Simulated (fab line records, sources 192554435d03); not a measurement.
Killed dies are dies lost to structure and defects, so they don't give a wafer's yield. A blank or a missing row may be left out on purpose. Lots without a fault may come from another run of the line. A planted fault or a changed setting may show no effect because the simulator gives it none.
Chamber matching | flow n5_finfet | N5_BEOL_M7_PECVD_70 on pecvd-03: 3 sister chambers
The step deposits SiO2 from TEOS/O2, target thk 20 nm, time 22.7 s. 3 wafers are shown with their chamber, then 10 later ones without.

WAFERS WITH THEIR CHAMBER
wafer  | chamber | throttle_valve_pct (%)
L089.3 | 1       | 22.3
L091.3 | 2       | 21.1
L091.5 | 0       | 21.1

WAFERS WITHOUT THEIR CHAMBER
wafer  | throttle_valve_pct (%)
L091.6 | 21.9
L092.3 | 21.1
L092.4 | 21.3
L092.6 | 21.3
L093.1 | 20.9
L093.2 | 21.1
L093.4 | 22.5
L096.2 | 21.9
L096.3 | 21.2
L096.4 | 21.5

WHICH CHAMBER EACH WENT THROUGH
wafer  | from the rows above          | in truth
L091.6 | can't be placed: 1 or 0 or 2 | 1
L092.3 | can't be placed: 0 or 2      | 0
L092.4 | can't be placed: 0 or 2      | 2
L092.6 | can't be placed: 0 or 2      | 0
L093.1 | can't be placed: 0 or 2      | 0
L093.2 | can't be placed: 0 or 2      | 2
L093.4 | 1                            | 1
L096.2 | can't be placed: 1 or 0 or 2 | 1
L096.3 | can't be placed: 0 or 2      | 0
L096.4 | can't be placed: 0 or 2 or 1 | 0
Placed correctly: 1 of 10. Can't be placed from these rows: 9 (the true chamber is among the candidates in 9). Placed wrongly: 0.
How it was worked out, from the rows above alone: a wafer's distance from a chamber is the root of the sum, over the readings, of the square of ((its reading less the chamber's mean) divided by the reading's scatter). The wafer belongs to the nearest chamber; if the next one is less than 2 further off, it can't be placed. A chamber's mean is the mean of its shown wafers. The scatter: with one shown wafer a chamber, the root of the mean of the squares of how far each hidden wafer lies from its nearest shown one.
